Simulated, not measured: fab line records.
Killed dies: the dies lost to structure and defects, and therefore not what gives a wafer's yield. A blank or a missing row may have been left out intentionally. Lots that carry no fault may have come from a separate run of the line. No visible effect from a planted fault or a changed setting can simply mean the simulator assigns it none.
A lot that was struck, set against a sound lot || flow nandHarc || 17 out of 1302 route steps
Sound: the wafers L407.1, L407.2, L407.4. Wafers L413.1, L413.3, L413.5 were the ones struck. The cause comes at the end.
Per side, at each step with rows, come the tool, then ch with its chambers, and then its first start. Under that, the readings that differ: sound wafers || struck wafers || difference of the means || sigmas: that difference in standard deviations of wafers without a fault.
alike: same words and numbers on both sides, and readings whose means sit less than 2 such deviations apart. not compared: any withheld reading, any reading some wafer has no value for, any bound like >300 that may hide the same value, and any number with overlapping values for which the record gives no deviation.
A row with sigmas, a row that says differs or no value, or rows on one side alone: a step with any of these is where the two part. Numbers that don't overlap but have no deviation are shown without sigmas and don't part them. A reading missing from all wafers of one side parts the sides only when that side holds two or more wafers.

NHARC_A_WL_FILL_INSPECT_15:
  sound: defectInspect-01 at day 23 04:38; struck: defectInspect-02 at day 26 17:53
  alike: rawDefectCount
NHARC_A_CONTACT_DEP_24: deposits SiO2, target thk 500 nm.
  sound on pecvd-02 ch 0,1,2, day 23 04:46; struck on pecvd-04 ch 0,1,2, day 26 17:58
  alike: heaterPowerW, rfFwdPowerW, throttleValvePct
NHARC_A_CONTACT_DEP_28: deposits aC, target thk 7000 nm.
  sound on aclDep-03 ch 0, day 23 06:52; struck on aclDep-03 ch 0, day 26 21:51
  alike: throttleValvePct
NHARC_A_CONTACT_DEP_29: deposits SiON, target thk 100 nm.
  sound on pecvd-02 ch 1,2, day 23 11:10; struck on pecvd-01 ch 0,1, day 27 02:09
{"reading": "rfFwdPowerW (W)", "sound": "346.2 348.7 345.6", "struck": "348.5 349.4 350.1", "difference": "+2.5", "sigmas": "+2"}
  alike: heaterPowerW
then, 7 steps without rows for these wafers: NHARC_A_CONTACT_DEHYDRATE_32 (time 120 s); NHARC_A_CONTACT_HMDS_33 (time 30 s); NHARC_A_CONTACT_COAT_34 (time 75 s); NHARC_A_CONTACT_COAT_35 (time 65 s); NHARC_A_CONTACT_COAT_36 (resist thk 90 nm); NHARC_A_CONTACT_SOFTBAKE_37 (time 55 s); NHARC_A_CONTACT_EBR_38.
NHARC_A_CONTACT_EXPOSE_39: exposes mask A CC 3.
  sound on arfiScanner-02 ch 0, day 23 11:43; struck on arfiScanner-02 ch 0, day 27 02:42
{"reading": "exposureDoseMJCm2", "sound": "58.83 58.72 58.71", "struck": "91.10 91.05 91.05", "difference": "+32.31", "sigmas": "+99 or more"}
  alike: mask
then, 2 steps without rows for these wafers: NHARC_A_CONTACT_PEB_40 (peb time 65 s); NHARC_A_CONTACT_DEVELOP_41 (develop time 35 s).
NHARC_A_CONTACT_CD_MEAS_42: target cd 300 nm.
  sound on cdSem-03 ch 0, day 23 11:52; struck on cdSem-02 ch 0, day 27 02:50
{"reading": "cdNm (nm)", "sound": "300.4 299.8 301.0", "struck": "325.9 326.6 326.0", "difference": "+25.8", "sigmas": "+46"}
NHARC_A_CONTACT_OVL_MEAS_43:
  sound: overlay-01 at day 23 11:57; struck: overlay-02 at day 27 02:56
  alike: overlayXNm, overlayYNm
NHARC_END_SORT_01:
  the record has rows for the sound wafers here (prober-02 ch 0, day 26 06:52) and none for the struck ones

== WHERE THEY PART ==
First at NHARC_A_CONTACT_DEP_29; last, within this record, at NHARC_END_SORT_01.

WHY: what had been put in by the simulator
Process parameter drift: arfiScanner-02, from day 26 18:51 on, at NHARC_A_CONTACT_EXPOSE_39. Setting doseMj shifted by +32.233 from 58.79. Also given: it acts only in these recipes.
